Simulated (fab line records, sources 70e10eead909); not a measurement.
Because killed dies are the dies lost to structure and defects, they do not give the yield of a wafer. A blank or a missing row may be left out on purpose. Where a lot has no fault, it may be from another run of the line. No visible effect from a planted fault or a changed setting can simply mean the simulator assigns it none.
Matching of chambers / flow nand_harc / NHARC_P_CONTACT_DESCUM_17 on rie_diel-12 has 4 sister chambers
The step chemistry O2, time 3 s. 4 wafers are shown with their chamber, then 8 later ones without.

## WAFERS, EACH WITH ITS CHAMBER
wafer=L082.4; chamber=2; drypump_motor_current_A (A)=6.2
wafer=L084.2; chamber=1; drypump_motor_current_A (A)=5.0
wafer=L087.6; chamber=3; drypump_motor_current_A (A)=5.5
wafer=L093.4; chamber=0; drypump_motor_current_A (A)=5.2

## WAFERS WITHOUT THEIR CHAMBER
wafer=L093.5; drypump_motor_current_A (A)=5.3
wafer=L093.6; drypump_motor_current_A (A)=5.0
wafer=L095.1; drypump_motor_current_A (A)=6.2
wafer=L095.4; drypump_motor_current_A (A)=5.0
wafer=L095.6; drypump_motor_current_A (A)=5.3
wafer=L097.2; drypump_motor_current_A (A)=5.0
wafer=L097.3; drypump_motor_current_A (A)=6.2
wafer=L097.5; drypump_motor_current_A (A)=6.2

## EACH ONE'S CHAMBER
wafer=L093.5; from the rows above=0; in truth=0
wafer=L093.6; from the rows above=1; in truth=1
wafer=L095.1; from the rows above=2; in truth=2
wafer=L095.4; from the rows above=1; in truth=1
wafer=L095.6; from the rows above=0; in truth=0
wafer=L097.2; from the rows above=1; in truth=1
wafer=L097.3; from the rows above=2; in truth=2
wafer=L097.5; from the rows above=2; in truth=2
8 of 8 placed correctly. From these rows, 0 cannot be placed. Number placed wrongly: 0.
How it was worked out, from the rows above alone: a wafer's distance from a chamber is the root of the sum, over the readings, of the square of ((its reading less the chamber's mean) divided by the reading's scatter). If the next closest chamber is less than 2 further off than the closest, the wafer can't be placed; otherwise it belongs to the closest. Each chamber's mean is taken over the wafers shown for it. The scatter: root of mean squared gap, hidden wafer to nearest shown wafer, with one shown wafer a chamber.
